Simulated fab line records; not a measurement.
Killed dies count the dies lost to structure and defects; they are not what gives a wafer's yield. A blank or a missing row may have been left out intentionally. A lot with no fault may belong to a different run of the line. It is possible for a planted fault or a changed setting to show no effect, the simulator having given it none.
8D (eight disciplines) problem report, filled in by code ; flow n5_finfet ; the parts of the form that need people (team, actions taken, sign-off) are left out
Where a reading is given only as a bound, like >300, the bound stands for it, and a mean or a difference that rests on one is marked > or <: the true number lies beyond.

## 1. WHAT WENT WRONG
raw_defect_count at N5_DUMMY_GATE_INSPECT_27 reads a mean of 1694 on 9 wafers of 3 lots; wafers without a fault read 297 with a standard deviation of 69. Relative to the usual mean, that is a shift of +20 standard deviations.
The step: inspects for defects (brightfield).
First seen on wafer L496.1, day 7 20:09, on defect_inspect-01. The record has a number at this step for 27 wafers belonging to 9 lots. By rule, "out" or "out of limits" means more than 4 standard deviations away from the usual mean. All remaining wafers that have a number are taken as sound.

## 2. WHAT THIS IS AND IS NOT
question;is;is not
which readings at this step;raw_defect_count;-
which lots;L496, L497, L498;L478, L487, L488, L493, L495, L500
which wafers of those lots;all that have a number;-
read on which gauges;defect_inspect-01;defect_inspect-02
when;from day 7 20:09;"up to then (15 sound wafers); but 3 sound wafers of L500 came after"

## 3. SUSPECTS, AND WHAT RULES EACH OUT
Counting: a tool stays on the suspect list if, at a process step up to the reading, it processed all lots that are out and no sound lot following the first of them.
- ruled out: the gauge at N5_DUMMY_GATE_INSPECT_27. All the wafers that are out were read on defect_inspect-01, but those of them that N5_PASSIVATION_PROBE_49 has rows for are out there too, on other tools.
- wet_bench-02 at N5_DUMMY_GATE_PRECLEAN_25 (cleans in O3/DIW, time 45 s): kept. All lots that are out passed through it, beginning with L496 at day 7 20:03, and no sound lot followed; its final sound lot before that point was L493 at day 7 00:54.
After counting, what remains is wet_bench-02 at N5_DUMMY_GATE_PRECLEAN_25.

## 4. THE CAUSE (what the simulator had put in)
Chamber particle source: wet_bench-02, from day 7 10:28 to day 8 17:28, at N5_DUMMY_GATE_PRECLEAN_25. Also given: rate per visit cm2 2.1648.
This tool alone remained once counting was done.

## 5. SEQUENCE OF EFFECTS, ordered by route
Each row: a reading where the mean over the struck wafers with a number is more than 3 standard deviations away from the usual. Readings are gone through only where the record gives a usual standard deviation; hours: the median, over the lots, of the time from a lot's start at the first step in this table giving one to that lot's start at this step; sigmas: the change measured in usual standard deviations.
hours;step;reading;usual;on struck wafers;change;sigmas
0;N5_DUMMY_GATE_INSPECT_27;raw_defect_count;297;1694;+1397;+20
1;N5_SPACER0_INSPECT_04;raw_defect_count;140;1523;+1383;+40
1;N5_SD_EPI_N_INSPECT_11;raw_defect_count;2.1;>300;>+298;+99 or more
6;N5_SD_EPI_N_INSPECT_26;raw_defect_count;208;1600;+1392;+32
239;N5_PASSIVATION_PROBE_49;killed_at_front_end;40;147;+107;+9.7
239;N5_PASSIVATION_PROBE_49;killed_dies;105;213;+108;+6.4
239;N5_PASSIVATION_PROBE_49;killed_on_rim;14;27;+13;+3.3
It contains these process steps:
- N5_PASSIVATION_PROBE_49

## 6. WHAT WOULD HAVE CAUGHT IT SOONER
Counted from the fault's start at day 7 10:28, it took 10 hours until the first out-of-limits reading at a measuring or inspecting step in this record, taken at day 7 20:09.
Of the lots that are out (3), L497, L498 began N5_DUMMY_GATE_PRECLEAN_25 on wet_bench-02 after day 7 20:09. A hold on the tool at that time would have spared those 2.
